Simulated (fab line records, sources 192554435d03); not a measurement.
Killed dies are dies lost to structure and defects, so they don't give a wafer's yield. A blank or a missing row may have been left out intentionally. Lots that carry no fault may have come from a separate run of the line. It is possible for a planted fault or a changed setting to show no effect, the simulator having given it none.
A single fault, viewed from 2 desks -- flow n5Finfet -- each desk has only its own numbers; what lay behind them comes last

TOOL OWNER'S DESK, rieSi-05
The tool's own readings at N5_SD_EPI_N_SD_RECESS_17 (chemistry HBr/Cl2/O2, target depth 41 nm, time 23.7 s, bt time 3 s): means of the sampled wafers that have a number, for each lot that ran on this tool. If a lot's mean is further than 4 standard deviations from the usual mean, the lot is out of limits and carries the mark OUT (the distance appears in the brackets).
Columns: A = drypumpMotorCurrentA at N5_SD_EPI_N_SD_RECESS_17, usual 5.7 A; B = oesProductAu at N5_SD_EPI_N_SD_RECESS_17, usual 1.001 a.u.; C = throttleValvePct at N5_SD_EPI_N_SD_RECESS_17, usual 36.8 %
lot,first seen here,A,B,C
L102,day 3 03:02,6.0,1.021,36.8
L103,day 3 07:24,6.0,1.012,37.0
L104,day 3 14:03,5.5,1.018,36.6
L108,day 4 13:22,6.1,0.999,36.8
L110,day 5 01:29,5.8,1.022,36.6
L112,day 5 18:55,6.1,1.014,36.6
L124,day 8 14:08,6.1,1.000,36.9
This desk's finding: nothing out of limits on any of the 7 lots.

AT THE METROLOGY DESK
Means of the sampled wafers that have a number, per lot and without regard to the tool the lot ran on: this is what the gauges read. If a lot's mean is further than 4 standard deviations from the usual mean, the lot is out of limits and carries the mark OUT (the distance appears in the brackets). 7 of its 11 readings are shown, namely those furthest out on some lot.
Columns: A = CJ_N at N5_BEOL_M4_RC_MEAS_101, usual 4.35; B = IOFF_N at N5_BEOL_M4_RC_MEAS_101, usual 0.16 nA/um; C = IOFF_P at N5_BEOL_M4_RC_MEAS_101, usual 0.21 nA/um; D = ION_N at N5_BEOL_M4_RC_MEAS_101, usual 675 uA/um; E = ION_P at N5_BEOL_M4_RC_MEAS_101, usual 463 uA/um; F = VT_N at N5_BEOL_M4_RC_MEAS_101, usual 250 mV; G = VT_P at N5_BEOL_M4_RC_MEAS_101, usual -251 mV
lot,first seen here,A,B,C,D,E,F,G
L102,day 8 01:43,4.32,0.14,0.19,661,453,251,-254
L103,day 8 10:36,4.41,0.20,0.24,686,466,246,-249
L104,day 8 20:47,4.35,0.13,0.18,665,455,251,-253
L105,day 9 01:07,4.23,0.16,0.21,673,462,249,-251
L108,day 10 01:47,4.14,0.15,0.18,668,456,250,-254
L110,day 10 05:44,4.20,0.15,0.18,669,455,254,-254
L112,day 10 18:38,4.24,0.18,0.22,684,463,248,-252
L117,day 12 04:16,4.41,0.19,0.25,683,467,249,-246
L118,day 12 05:36,4.28,0.18,0.25,690,470,247,-246
L124,day 13 23:46,4.36,0.19,0.24,685,467,247,-248
This desk's finding: nothing out of limits on any of the 10 lots.

BROUGHT TOGETHER
Nothing out of limits was seen by the tool owner's desk.
From the metrology desk's view, nothing was out of limits.

WHAT THE SIMULATOR HAD PUT IN
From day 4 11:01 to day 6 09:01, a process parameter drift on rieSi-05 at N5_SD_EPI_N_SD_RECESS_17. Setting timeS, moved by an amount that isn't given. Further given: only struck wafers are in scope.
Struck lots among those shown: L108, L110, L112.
